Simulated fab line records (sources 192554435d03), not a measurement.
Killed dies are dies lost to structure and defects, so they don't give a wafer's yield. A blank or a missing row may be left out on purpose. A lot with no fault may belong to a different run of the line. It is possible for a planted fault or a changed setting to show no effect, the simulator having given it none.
Chamber matching    flow n5 finfet    N5_BEOL_M3_ETCH_63 on rie diel-01 has 4 sister chambers
The step etches SiARC in CF4, target depth 15.6 nm, time 26 s. 22 wafers are shown with their chamber, then 11 later ones without.

WAFERS PAIRED WITH THEIR CHAMBERS
wafer   chamber  showerhead plenum p Torr (Torr)  throttle valve pct (%)  oes product au (a.u.)
L077.1  2        2.09                             15.28                   0.78
L077.3  3        2.21                             15.27                   0.82
L077.6  2        2.09                             15.28                   0.79
L081.2  1        2.06                             15.93                   0.62
L081.3  2        2.09                             15.28                   0.78
L081.5  1        2.06                             15.93                   0.62
L080.3  2        2.09                             15.29                   0.77
L080.4  3        2.21                             15.26                   0.81
L080.5  1        2.06                             15.94                   0.62
L083.3  1        2.06                             15.95                   0.61
L083.4  2        2.09                             15.30                   0.77
L083.5  3        2.21                             15.27                   0.81
L084.1  1        2.06                             15.95                   0.62
L084.4  2        2.08                             15.30                   0.76
L084.6  0        2.26                             15.45                   0.80
L087.1  2        2.08                             15.34                   0.74
L087.2  0        2.26                             15.46                   0.79
L087.4  2        2.08                             15.33                   0.74
L090.1  2        2.08                             15.33                   0.74
L090.2  0        2.25                             15.45                   0.78
L090.6  1        2.05                             15.98                   0.60
L091.2  2        2.08                             15.34                   0.74

SIGNATURES, as means of the wafers listed above
reading                   chamber 0  chamber 1  chamber 2  chamber 3  scatter within a chamber
showerhead plenum p Torr  2.2567     2.0583     2.0850     2.2100     0.00471
throttle valve pct        15.4533    15.9467    15.3070    15.2667    0.0207
oes product au            0.7900     0.6150     0.7610     0.8133     0.0151
Rule: a wafer lies at a distance from a chamber equal to the root of the sum of squares, over the readings, of (its reading less the chamber's mean, divided by the reading's scatter). The wafer belongs to the nearest chamber; if the next one is less than 2 further off, it can't be placed. The scatter is the square root of a quotient: the sum, over the shown wafers, of each reading's squared deviation from its chamber's mean, divided by wafers minus chambers.

WAFERS WITH NO CHAMBER GIVEN
wafer   showerhead plenum p Torr (Torr)  throttle valve pct (%)  oes product au (a.u.)
L091.3  2.20                             15.31                   0.79
L091.4  2.25                             15.46                   0.78
L092.2  2.08                             15.34                   0.73
L092.4  2.20                             15.29                   0.79
L092.6  2.20                             15.31                   0.79
L093.1  2.05                             16.01                   0.60
L093.5  2.25                             15.46                   0.77
L093.6  2.05                             16.00                   0.59
L095.1  2.05                             15.99                   0.60
L095.2  2.07                             15.35                   0.73
L095.4  2.20                             15.33                   0.77

THE CHAMBER EACH PASSED THROUGH
wafer   from the rows above  in truth
L091.3  3                    3
L091.4  0                    0
L092.2  2                    2
L092.4  3                    3
L092.6  3                    3
L093.1  1                    1
L093.5  0                    0
L093.6  1                    1
L095.1  1                    1
L095.2  2                    2
L095.4  3                    3
Placed correctly: 11 of 11. From these rows, 0 cannot be placed. Placed wrongly: 0.
